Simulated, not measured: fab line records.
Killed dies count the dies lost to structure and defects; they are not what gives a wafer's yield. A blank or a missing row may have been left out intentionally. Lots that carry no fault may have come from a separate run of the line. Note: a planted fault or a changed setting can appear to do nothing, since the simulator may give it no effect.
What tool caused it? :: flow n5 finfet :: Sampling: 9 lots, 26 wafers, 3 of 1938 route steps

## WHAT THE GAUGES SHOWED, per wafer
N5_BEOL_M0_SAQP_CD_MEAS_25: the cd target is 13.1 nm.
lot: L516
measured: day 6 07:53
on: cd sem-03
cd nm (nm): 12.75 12.75 12.48

lot: L517
measured: day 6 14:58
on: cd sem-03
cd nm (nm): 12.80 13.03 13.40

lot: L518
measured: day 6 20:29
on: cd sem-02
cd nm (nm): 12.80 12.51 12.45

lot: L520
measured: day 7 01:48
on: cd sem-02
cd nm (nm): 12.67 12.52 12.82

lot: L524
measured: day 8 06:00
on: cd sem-02
cd nm (nm): 13.03 12.74 13.13

lot: L529
measured: day 9 14:15
on: cd sem-02
cd nm (nm): 7.54 12.95

lot: L534
measured: day 10 19:15
on: cd sem-03
cd nm (nm): 13.03 12.75 13.06

lot: L535
measured: day 10 22:14
on: cd sem-01
cd nm (nm): 12.93 13.15 12.74

lot: L536
measured: day 11 07:15
on: cd sem-02
cd nm (nm): 13.19 12.62 12.73

## WHICH TOOL RAN EACH LOT (tool, then ch and the chambers of the sampled wafers, then the start)
lot: L516
N5_BEOL_M0_SAQP_PECVD_97: pecvd-03 ch 0,1,2, day 6 04:44
N5_BEOL_M0_SAQP_SPACER1_ALD_98: ald sin-04 ch 0,2,3, day 6 07:13

lot: L517
N5_BEOL_M0_SAQP_PECVD_97: pecvd-04 ch 1,2, day 6 12:07
N5_BEOL_M0_SAQP_SPACER1_ALD_98: ald sin-02 ch 1,2, day 6 14:05

lot: L518
N5_BEOL_M0_SAQP_PECVD_97: pecvd-04 ch 0,1,2, day 6 17:56
N5_BEOL_M0_SAQP_SPACER1_ALD_98: ald sin-04 ch 1,2,3, day 6 19:48

lot: L520
N5_BEOL_M0_SAQP_PECVD_97: pecvd-02 ch 1,2, day 6 22:52
N5_BEOL_M0_SAQP_SPACER1_ALD_98: ald sin-01 ch 0,1,2, day 7 01:08

lot: L524
N5_BEOL_M0_SAQP_PECVD_97: pecvd-04 ch 0,1, day 8 02:48
N5_BEOL_M0_SAQP_SPACER1_ALD_98: ald sin-01 ch 0,2,3, day 8 05:17

lot: L529
N5_BEOL_M0_SAQP_PECVD_97: pecvd-03 ch 0,1, day 9 11:44
N5_BEOL_M0_SAQP_SPACER1_ALD_98: ald sin-01 ch 0,1, day 9 13:35

lot: L534
N5_BEOL_M0_SAQP_PECVD_97: pecvd-02 ch 0,1,2, day 10 15:44
N5_BEOL_M0_SAQP_SPACER1_ALD_98: ald sin-04 ch 0,1,3, day 10 18:14

lot: L535
N5_BEOL_M0_SAQP_PECVD_97: pecvd-04 ch 0,1, day 10 19:31
N5_BEOL_M0_SAQP_SPACER1_ALD_98: ald sin-04 ch 0,1,2, day 10 21:34

lot: L536
N5_BEOL_M0_SAQP_PECVD_97: pecvd-03 ch 1,2, day 11 04:41
N5_BEOL_M0_SAQP_SPACER1_ALD_98: ald sin-04 ch 0,1,2, day 11 06:35
- N5_BEOL_M0_SAQP_PECVD_97: deposits SiNx from SiH4/NH3/N2, target thk 23 nm, time 19.9 s.
- N5_BEOL_M0_SAQP_SPACER1_ALD_98: deposits SiO2, target thk 12.8 nm, pulse time 1 s, purge time 2 s.

## THE ANSWER, worked out from the rows above alone
Rule: the lots themselves supply what counts as usual. Put in order of their means at a reading, lots are off if they are a third of the lots or fewer, leave a main group of 4 or more, and stand apart from it by a gap of 3 or more times the standard deviation of the main group's means; of several such gaps the widest counts. The tables above print the reading to a certain number of digits; a main group whose means all agree to those digits is not used. A lot without any number at a reading at which 4 lots or more have one is off too. Where the step has rows for the other lots, those lots are counted as sound.
Off at N5_BEOL_M0_SAQP_CD_MEAS_25 (cd nm): L529. The main group: mean 12.84 nm, standard deviation 0.17.
If a tool, at a process step before that reading, ran all the lots that are off and no sound lot after the first of them, it fits. The gauges at N5_BEOL_M0_SAQP_CD_MEAS_25 are tried like those tools. One fits: ald sin-01 at N5_BEOL_M0_SAQP_SPACER1_ALD_98. A fault onset in the window from L524 (day 8 05:17, its last sound lot) to L529 (day 9 13:35, its first lot off) fits.

## WHAT THE SIMULATOR HAD INSERTED
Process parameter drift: ald sin-01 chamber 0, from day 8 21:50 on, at N5_BEOL_M0_SAQP_SPACER1_ALD_98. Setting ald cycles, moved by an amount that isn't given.
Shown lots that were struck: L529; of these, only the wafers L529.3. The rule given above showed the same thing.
